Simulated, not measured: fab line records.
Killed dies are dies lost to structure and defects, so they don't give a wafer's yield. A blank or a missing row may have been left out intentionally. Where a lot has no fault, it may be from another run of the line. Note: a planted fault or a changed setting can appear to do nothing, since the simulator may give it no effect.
Problem report in the 8D (eight disciplines) form, filled by code ; flow nand harc ; the parts of the form that need people (team, actions taken, sign-off) are left out

1. THE ISSUE
Mean of run length s at NHARC_P_STI_ETCH_42: 66.6 s across 4 wafers in 3 lots; on wafers with no fault it is 82.4 s (standard deviation 0.63). Relative to the usual mean, that is a shift of -25 standard deviations.
The step: etches the open film in N2/H2, target depth 80 nm, overetch 24 nm, time 61 s.
Earliest sighting: wafer L125.5 on rie diel-06 at day 6 08:53. The record holds 36 wafers of 12 lots with a number at this step. Rule for "out", or "out of limits": more than 4 standard deviations from the usual mean. All remaining wafers that have a number are taken as sound.

2. WHAT THIS IS AND IS NOT
question;is;is not
which readings at this step;run length s;drypump motor current A, h2 flow sccm, oes product au, rf vpp V, showerhead plenum p Torr
which lots;L125, L126, L127;L119, L120, L121, L123, L134, L135, L136, L139, L140
which wafers of those lots;L125.5, L126.4, L126.6, L127.4;L125.2, L125.6, L126.1, L127.5, L127.6
read on which tools;rie diel-06;rie diel-10
when;from day 6 08:53;"up to then (14 sound wafers); but 18 sound wafers of L126, L127, L134, L135, L136, L139, L140 came after"

3. THE SUSPECTS, EACH WITH WHAT RULES IT OUT
Counting: any tool at a process step up to the reading remains a suspect provided it ran every lot that is out. Sound lots after the first of them don't rule it out here, since some wafers of a struck lot are sound.
- rie diel-06 at NHARC_P_STI_ETCH_42 (etches the open film in N2/H2, target depth 80 nm, overetch 24 nm, time 61 s): kept. Ran every lot that is out, first one L125 (day 6 08:53); last sound lot up to then L123 (day 5 10:34). Out on those wafers are its own readings of run length s.
- Within rie diel-06 at NHARC_P_STI_ETCH_42: the wafers that are out ran in chamber 2; their sound lot-mates ran in chambers 0, 1.
Left after counting: rie diel-06 at NHARC_P_STI_ETCH_42.

4. THE CAUSE (what the simulator had put in)
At NHARC_P_STI_ETCH_42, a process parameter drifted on rie diel-06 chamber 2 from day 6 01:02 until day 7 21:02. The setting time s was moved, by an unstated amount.
Counting left only this tool.

5. THE EFFECT CHAIN, in route order
One row per reading whose mean, taken over the struck wafers that have a number, lies over 3 standard deviations from the usual. Readings are gone through only where the record gives a usual standard deviation; hours: the median, over the lots, of the time from a lot's start at the first step in this table giving one to that lot's start at this step; sigmas: the change measured in usual standard deviations.
hours;step;reading;usual;on struck wafers;change;sigmas
0;NHARC_P_STI_ETCH_42;run length s;82.4 s;66.6;-15.8;-25
Its process steps:
- NHARC_P_STI_ETCH_42: etches the open film in N2/H2, target depth 80 nm, overetch 24 nm, time 61 s.
Later measuring or inspecting steps at which every struck wafer that the step has a row for has a number for every such reading, and none has moved that far: NHARC_P_STI_OCD_MEAS_17, NHARC_END_SORT_01.

6. WHAT WOULD HAVE CAUGHT IT SOONER
In this record no reading fell out of limits until day 6 08:53, 8 hours after the fault had begun at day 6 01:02.
